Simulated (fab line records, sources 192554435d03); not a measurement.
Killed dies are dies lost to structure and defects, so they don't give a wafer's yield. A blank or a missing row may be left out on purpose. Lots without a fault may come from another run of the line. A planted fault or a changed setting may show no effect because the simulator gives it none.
Which tool did it? | flow n5_finfet | 24 lots, 72 wafers sampled, at 4 steps of a route of 1938

WHAT THE GAUGES READ, wafer by wafer
N5_BEOL_M9_CD_MEAS_18: pitch 140 nm, target cd 70 nm. Usual: cd_nm 69.9 nm, standard deviation 0.67.
lot  | measured     | on        | cd_nm (nm)     | flag
L074 | day 9 06:51  | cd_sem-01 | 70.4 69.1 69.6 |
L075 | day 9 17:02  | cd_sem-02 | 71.2 70.2 70.7 |
L078 | day 10 02:50 | cd_sem-01 | 70.6 70.7 70.5 |
L077 | day 10 04:08 | cd_sem-01 | 70.3 70.2 70.0 |
L076 | day 10 07:06 | cd_sem-01 | 69.4 69.3 69.2 |
L079 | day 10 11:41 | cd_sem-01 | 70.0 69.0 70.6 |
L080 | day 10 21:23 | cd_sem-02 | 69.7 69.9 70.5 |
L081 | day 11 04:23 | cd_sem-01 | 69.2 69.5 69.6 |
L083 | day 11 06:40 | cd_sem-01 | 69.2 69.4 69.3 |
L082 | day 11 13:04 | cd_sem-01 | 69.8 69.7 70.2 |
L084 | day 11 17:28 | cd_sem-02 | 70.2 70.7 71.0 |
L085 | day 12 11:49 | cd_sem-01 | 71.2 70.3 70.7 |
L087 | day 12 18:29 | cd_sem-01 | 69.7 69.6 69.5 |
L086 | day 12 18:46 | cd_sem-02 | 69.1 69.2 69.1 |
L088 | day 12 22:20 | cd_sem-01 | 69.4 71.0 70.5 |
L089 | day 12 22:33 | cd_sem-01 | 69.2 69.5 68.7 |
L090 | day 13 16:10 | cd_sem-03 | 69.1 70.6 70.8 |
L091 | day 14 07:27 | cd_sem-01 | 70.0 70.6 69.6 |
L092 | day 14 09:26 | cd_sem-01 | 70.3 69.4 69.1 |
L093 | day 14 10:11 | cd_sem-02 | 69.9 70.4 70.0 |
L095 | day 14 21:22 | cd_sem-02 | 70.9 70.5 70.1 |
L094 | day 15 00:49 | cd_sem-01 | 70.5 69.3 71.4 |
L096 | day 15 05:17 | cd_sem-03 | 68.6 69.3 68.7 |
L097 | day 15 15:10 | cd_sem-01 | 69.4 69.6 68.9 |

N5_BEOL_M9_CD_MEAS_35: target cd 70 nm, target cd y 40 nm. Usual: cd_nm 69.9 nm, standard deviation 0.7.
lot  | measured     | on        | cd_nm (nm)     | flag
L074 | day 9 09:01  | cd_sem-01 | 70.7 68.8 70.1 |
L075 | day 9 18:17  | cd_sem-01 | 71.0 70.6 70.9 |
L078 | day 10 04:46 | cd_sem-02 | 71.1 70.6 70.0 |
L077 | day 10 06:24 | cd_sem-02 | 69.7 70.4 69.6 |
L076 | day 10 08:26 | cd_sem-01 | 69.9 69.4 69.6 |
L079 | day 10 12:51 | cd_sem-01 | 69.8 68.6 70.2 |
L080 | day 10 23:36 | cd_sem-02 | 70.0 70.2 70.8 |
L081 | day 11 06:23 | cd_sem-01 | 69.4 69.6 69.2 |
L083 | day 11 07:50 | cd_sem-02 | 69.4 69.1 69.6 |
L082 | day 11 14:31 | cd_sem-02 | 69.8 69.3 70.5 |
L084 | day 11 20:20 | cd_sem-02 | 70.3 70.5 70.9 |
L085 | day 12 12:51 | cd_sem-01 | 71.4 70.1 70.4 |
L087 | day 12 22:41 | cd_sem-01 | 69.7 70.0 69.7 |
L086 | day 12 23:00 | cd_sem-01 | 68.8 68.7 69.1 |
L088 | day 12 23:40 | cd_sem-01 | 69.9 71.0 70.8 |
L089 | day 12 23:43 | cd_sem-02 | 69.9 70.0 69.3 |
L090 | day 13 21:44 | cd_sem-03 | 68.8 69.9 71.1 |
L091 | day 14 09:10 | cd_sem-01 | 70.0 70.6 69.7 |
L092 | day 14 15:32 | cd_sem-03 | 70.3 69.2 68.7 |
L093 | day 14 16:03 | cd_sem-02 | 69.9 70.7 70.3 |
L095 | day 14 23:13 | cd_sem-03 | 70.9 70.1 70.2 |
L094 | day 15 03:25 | cd_sem-03 | 70.6 69.7 71.2 |
L096 | day 15 07:21 | cd_sem-02 | 69.2 68.5 68.8 |
L097 | day 15 16:30 | cd_sem-03 | 69.9 69.2 68.6 |

N5_BEOL_M10_INSPECT_13: inspects for defects (brightfield). Usual: raw_defect_count 368, standard deviation 91.
lot  | measured     | on                | raw_defect_count | flag
L074 | day 9 12:46  | defect_inspect-01 | 254 310 316      |
L075 | day 9 22:24  | defect_inspect-01 | 245 326 426      |
L078 | day 10 10:43 | defect_inspect-02 | 476 317 352      |
L077 | day 10 11:24 | defect_inspect-01 | 233 219 309      |
L076 | day 10 14:35 | defect_inspect-02 | 494 269 393      |
L079 | day 10 16:49 | defect_inspect-02 | 226 332 299      |
L080 | day 11 03:34 | defect_inspect-02 | 387 347 373      |
L081 | day 11 10:25 | defect_inspect-01 | 592 403 290      |
L083 | day 11 12:48 | defect_inspect-01 | 465 456 427      |
L082 | day 11 21:02 | defect_inspect-02 | 378 306 418      |
L084 | day 12 00:47 | defect_inspect-02 | 396 440 333      |
L085 | day 12 19:11 | defect_inspect-02 | 328 378 276      |
L087 | day 13 05:47 | defect_inspect-01 | 303 254 288      |
L086 | day 13 06:04 | defect_inspect-02 | 353 330 342      |
L088 | day 13 06:44 | defect_inspect-01 | 366 348 384      |
L089 | day 13 06:55 | defect_inspect-02 | 492 293 330      |
L090 | day 14 03:18 | defect_inspect-02 | 364 292 617      |
L091 | day 14 17:13 | defect_inspect-02 | 349 350 480      |
L092 | day 15 00:19 | defect_inspect-02 | 361 412 313      |
L093 | day 14 21:00 | defect_inspect-02 | 315 383 399      |
L095 | day 15 03:59 | defect_inspect-01 | 260 402 293      |
L094 | day 15 07:25 | defect_inspect-01 | 520 428 334      |
L096 | day 15 11:49 | defect_inspect-02 | 451 826 640      |
L097 | day 15 20:40 | defect_inspect-02 | 491 513 418      |

WHICH TOOL RAN EACH LOT (tool, then ch and the chambers of the sampled wafers, then the start)
lot  | N5_BEOL_M9_SURFACE_TREAT_79
L074 | pvd_sputter-01, day 9 09:50
L075 | pvd_sputter-03, day 9 19:10
L078 | pvd_sputter-02, day 10 05:58
L077 | pvd_sputter-01, day 10 07:48
L076 | pvd_sputter-03, day 10 11:16
L079 | pvd_sputter-02, day 10 14:22
L080 | pvd_sputter-03, day 11 00:23
L081 | pvd_sputter-01, day 11 07:18
L083 | pvd_sputter-02, day 11 09:10
L082 | pvd_sputter-03, day 11 16:26
L084 | pvd_sputter-02, day 11 21:23
L085 | pvd_sputter-01, day 12 16:19
L087 | pvd_sputter-01, day 12 23:54
L086 | pvd_sputter-03, day 13 01:53
L088 | pvd_sputter-01, day 13 02:04
L089 | pvd_sputter-03, day 13 02:31
L090 | pvd_sputter-03, day 13 23:37
L091 | pvd_sputter-03, day 14 10:44
L092 | pvd_sputter-02, day 14 20:49
L093 | pvd_sputter-03, day 14 17:23
L095 | pvd_sputter-01, day 15 00:10
L094 | pvd_sputter-02, day 15 04:17
L096 | pvd_sputter-02, day 15 08:17
L097 | pvd_sputter-02, day 15 17:26
- N5_BEOL_M9_SURFACE_TREAT_79

WHAT THE TOOLS THEMSELVES READ (means of the sampled wafers that have a number; where no wafer has one, the mark that the record gives instead)
The record holds no such reading with a usual standard deviation.

THE ANSWER, worked out from the rows above alone
Rule: a lot is off if the mean of its wafers that have a number lies more than 3 standard deviations from the usual mean. A lot without any number at a reading at which 4 lots or more have one is off too. The other lots that the step has rows for count as sound. The gauges are gone through in route order, then the tools' own readings, and for those a lot's mean is taken as printed above. The first step at which some lot is off is used, and at that step the reading that is off furthest; a lot without a number counts as furthest.
No lot is off at any reading shown: from this, nothing can be told.

WHAT THE SIMULATOR HAD PUT IN
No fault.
